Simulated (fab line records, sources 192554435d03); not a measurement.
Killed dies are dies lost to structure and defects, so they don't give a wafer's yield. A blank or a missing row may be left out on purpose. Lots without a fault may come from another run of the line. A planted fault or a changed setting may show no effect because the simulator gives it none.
One fault seen from 2 desks | flow n5_finfet | each desk has only its own numbers; what lay behind them comes last

THE TOOL OWNER'S DESK: litho_track-03
The tool's own readings at N5_BEOL_M2_COAT_68 (time 60 s, resist thk 12 nm): means of the sampled wafers that have a number, for each lot that ran on this tool. A lot is out of limits, marked OUT, if its mean lies more than 4 standard deviations from the usual mean; the brackets give that distance.
Columns: A = spin_speed_rpm at N5_BEOL_M2_COAT_68, usual 1500.2 rpm
lot  | first seen here | A
L637 | day 7 00:07     | 1499.7
L638 | day 7 07:45     | 1500.2
L644 | day 8 20:20     | 1499.6
L650 | day 10 11:08    | 1501.1
L654 | day 11 05:56    | 1729.2 (+99 or more) OUT
L656 | day 11 20:24    | 1730.3 (+99 or more) OUT
This desk's finding: out of limits on L654, L656; first on L654, day 11 05:56 (spin_speed_rpm at N5_BEOL_M2_COAT_68). In limits: L637, L638, L644, L650.

THE METROLOGY DESK
What the gauges read, lot by lot, whatever tool the lot ran on: means of the sampled wafers that have a number. A lot is out of limits, marked OUT, if its mean lies more than 4 standard deviations from the usual mean; the brackets give that distance. Of its 11 readings 7 are shown: those that lie furthest out on some lot.
Columns: A = DIBL_N at N5_BEOL_M4_RC_MEAS_101, usual 36.8 mV/V; B = IOFF_N at N5_BEOL_M4_RC_MEAS_101, usual 0.18 nA/um; C = IOFF_P at N5_BEOL_M4_RC_MEAS_101, usual 0.23 nA/um; D = ION_N at N5_BEOL_M4_RC_MEAS_101, usual 682 uA/um; E = ION_P at N5_BEOL_M4_RC_MEAS_101, usual 467 uA/um; F = SS_N at N5_BEOL_M4_RC_MEAS_101, usual 71.7 mV/dec; G = VT_P at N5_BEOL_M4_RC_MEAS_101, usual -249 mV
lot  | first seen here | A    | B    | C    | D   | E   | F    | G
L637 | day 6 22:35     | 33.5 | 0.11 | 0.16 | 658 | 450 | 70.6 | -255
L638 | day 7 04:49     | 36.2 | 0.16 | 0.20 | 675 | 460 | 71.2 | -251
L639 | day 7 12:24     | 32.9 | 0.14 | 0.19 | 676 | 466 | 70.9 | -250
L643 | day 8 12:10     | 38.8 | 0.20 | 0.23 | 673 | 458 | 72.2 | -249
L644 | day 8 17:11     | 38.2 | 0.20 | 0.25 | 690 | 475 | 71.8 | -248
L650 | day 10 08:25    | 36.3 | 0.17 | 0.22 | 680 | 465 | 72.0 | -250
L654 | day 11 02:30    | 35.0 | 0.14 | 0.20 | 680 | 468 | 71.2 | -249
L655 | day 11 13:54    | 36.5 | 0.18 | 0.22 | 688 | 471 | 70.8 | -249
L656 | day 11 17:18    | 37.7 | 0.21 | 0.30 | 692 | 477 | 72.3 | -242
L658 | day 12 03:07    | 37.4 | 0.17 | 0.23 | 683 | 468 | 71.9 | -249
This desk's finding: nothing out of limits on any of the 10 lots.

PUT TOGETHER
The tool owner's desk could have raised an alarm at day 11 05:56, on L654, L656.
The metrology desk saw nothing out of limits.
The metrology desk has L654, L656 on record, within its limits.
Of the lots named, all ran N5_BEOL_M2_COAT_68 on litho_track-03.

WHAT THE SIMULATOR HAD PUT IN
Process parameter drift: litho_track-03, from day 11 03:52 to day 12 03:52, at N5_BEOL_M2_COAT_68. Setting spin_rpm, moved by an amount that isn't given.
Lots struck among those shown: L654, L656.
Hours from the fault's start to each desk's first reading out of limits: the tool owner's desk, 2.
